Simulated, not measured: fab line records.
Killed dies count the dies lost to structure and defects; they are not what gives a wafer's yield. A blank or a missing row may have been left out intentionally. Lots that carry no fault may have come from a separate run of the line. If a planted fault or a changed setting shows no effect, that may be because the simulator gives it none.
Chamber matching || flow n5-finfet || N5_MOL_CONTACT_COAG_ALD_123 on ald-sin-02: 4 sister chambers
The step deposits SiNx, target thk 5 nm, pulse time 1 s, purge time 2 s. 22 wafers are shown with their chamber, then 11 later ones without.

== WAFERS WITH THEIR CHAMBER ==
{"wafer": "L074.1", "chamber": 1, "heater-power-w (W)": 1012, "precursor-pulse-height-rel": 1.016}
{"wafer": "L074.5", "chamber": 1, "heater-power-w (W)": 983, "precursor-pulse-height-rel": 0.986}
{"wafer": "L074.6", "chamber": 0, "heater-power-w (W)": 779, "precursor-pulse-height-rel": 1.006}
{"wafer": "L076.1", "chamber": 0, "heater-power-w (W)": 810, "precursor-pulse-height-rel": 1.055}
{"wafer": "L076.2", "chamber": 1, "heater-power-w (W)": 990, "precursor-pulse-height-rel": 1.012}
{"wafer": "L076.3", "chamber": 3, "heater-power-w (W)": 733, "precursor-pulse-height-rel": 0.956}
{"wafer": "L076.4", "chamber": 2, "heater-power-w (W)": 697, "precursor-pulse-height-rel": 1.020}
{"wafer": "L076.5", "chamber": 2, "heater-power-w (W)": 686, "precursor-pulse-height-rel": 1.006}
{"wafer": "L076.6", "chamber": 1, "heater-power-w (W)": 986, "precursor-pulse-height-rel": 1.001}
{"wafer": "L081.1", "chamber": 1, "heater-power-w (W)": 986, "precursor-pulse-height-rel": 1.015}
{"wafer": "L081.3", "chamber": 0, "heater-power-w (W)": 826, "precursor-pulse-height-rel": 0.972}
{"wafer": "L081.6", "chamber": 1, "heater-power-w (W)": 990, "precursor-pulse-height-rel": 0.972}
{"wafer": "L083.1", "chamber": 3, "heater-power-w (W)": 734, "precursor-pulse-height-rel": 1.014}
{"wafer": "L083.2", "chamber": 1, "heater-power-w (W)": 1019, "precursor-pulse-height-rel": 0.992}
{"wafer": "L083.3", "chamber": 0, "heater-power-w (W)": 806, "precursor-pulse-height-rel": 0.957}
{"wafer": "L083.4", "chamber": 0, "heater-power-w (W)": 795, "precursor-pulse-height-rel": 1.055}
{"wafer": "L083.5", "chamber": 1, "heater-power-w (W)": 995, "precursor-pulse-height-rel": 0.969}
{"wafer": "L083.6", "chamber": 3, "heater-power-w (W)": 716, "precursor-pulse-height-rel": 0.983}
{"wafer": "L084.2", "chamber": 0, "heater-power-w (W)": 810, "precursor-pulse-height-rel": 1.004}
{"wafer": "L084.4", "chamber": 0, "heater-power-w (W)": 813, "precursor-pulse-height-rel": 1.019}
{"wafer": "L084.5", "chamber": 3, "heater-power-w (W)": 734, "precursor-pulse-height-rel": 0.964}
{"wafer": "L087.1", "chamber": 2, "heater-power-w (W)": 692, "precursor-pulse-height-rel": 1.024}

SIGNATURES (averages over the wafers above)
{"reading": "heater-power-w", "chamber 0": 805.57, "chamber 1": 995.12, "chamber 2": 691.67, "chamber 3": 729.25, "scatter within a chamber": 12.6}
{"reading": "precursor-pulse-height-rel", "chamber 0": 1.00971, "chamber 1": 0.99538, "chamber 2": 1.01667, "chamber 3": 0.97925, "scatter within a chamber": 0.0269}
Rule: a wafer's distance from a chamber is the root of the sum, over the readings, of the square of ((its reading less the chamber's mean) divided by the reading's scatter). The wafer belongs to the nearest chamber; if the next one is less than 2 further off, it can't be placed. How the scatter is found: for the shown wafers, subtract from each reading the mean of its chamber, square and add these, divide the total by (wafers less chambers), then take the root.

== WAFERS MISSING THEIR CHAMBER ==
{"wafer": "L087.2", "heater-power-w (W)": 1004, "precursor-pulse-height-rel": 1.041}
{"wafer": "L087.5", "heater-power-w (W)": 700, "precursor-pulse-height-rel": 0.991}
{"wafer": "L090.2", "heater-power-w (W)": 806, "precursor-pulse-height-rel": 1.017}
{"wafer": "L090.5", "heater-power-w (W)": 728, "precursor-pulse-height-rel": 0.990}
{"wafer": "L090.6", "heater-power-w (W)": 818, "precursor-pulse-height-rel": 0.969}
{"wafer": "L094.3", "heater-power-w (W)": 828, "precursor-pulse-height-rel": 0.998}
{"wafer": "L094.4", "heater-power-w (W)": 717, "precursor-pulse-height-rel": 0.993}
{"wafer": "L094.5", "heater-power-w (W)": 714, "precursor-pulse-height-rel": 1.016}
{"wafer": "L096.2", "heater-power-w (W)": 742, "precursor-pulse-height-rel": 1.008}
{"wafer": "L096.3", "heater-power-w (W)": 825, "precursor-pulse-height-rel": 0.989}
{"wafer": "L096.4", "heater-power-w (W)": 691, "precursor-pulse-height-rel": 1.027}

== WHICH CHAMBER EACH WENT THROUGH ==
{"wafer": "L087.2", "from the rows above": 1, "in truth": 1}
{"wafer": "L087.5", "from the rows above": "can't be placed: 2 or 3", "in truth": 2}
{"wafer": "L090.2", "from the rows above": 0, "in truth": 0}
{"wafer": "L090.5", "from the rows above": 3, "in truth": 3}
{"wafer": "L090.6", "from the rows above": 0, "in truth": 0}
{"wafer": "L094.3", "from the rows above": 0, "in truth": 0}
{"wafer": "L094.4", "from the rows above": "can't be placed: 3 or 2", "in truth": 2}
{"wafer": "L094.5", "from the rows above": "can't be placed: 2 or 3", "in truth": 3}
{"wafer": "L096.2", "from the rows above": 3, "in truth": 3}
{"wafer": "L096.3", "from the rows above": 0, "in truth": 0}
{"wafer": "L096.4", "from the rows above": 2, "in truth": 2}
Correct placement for 8 of the 11. Unplaceable from these rows: 3, with the true chamber sitting among the candidates in 3. Number placed wrongly: 0.
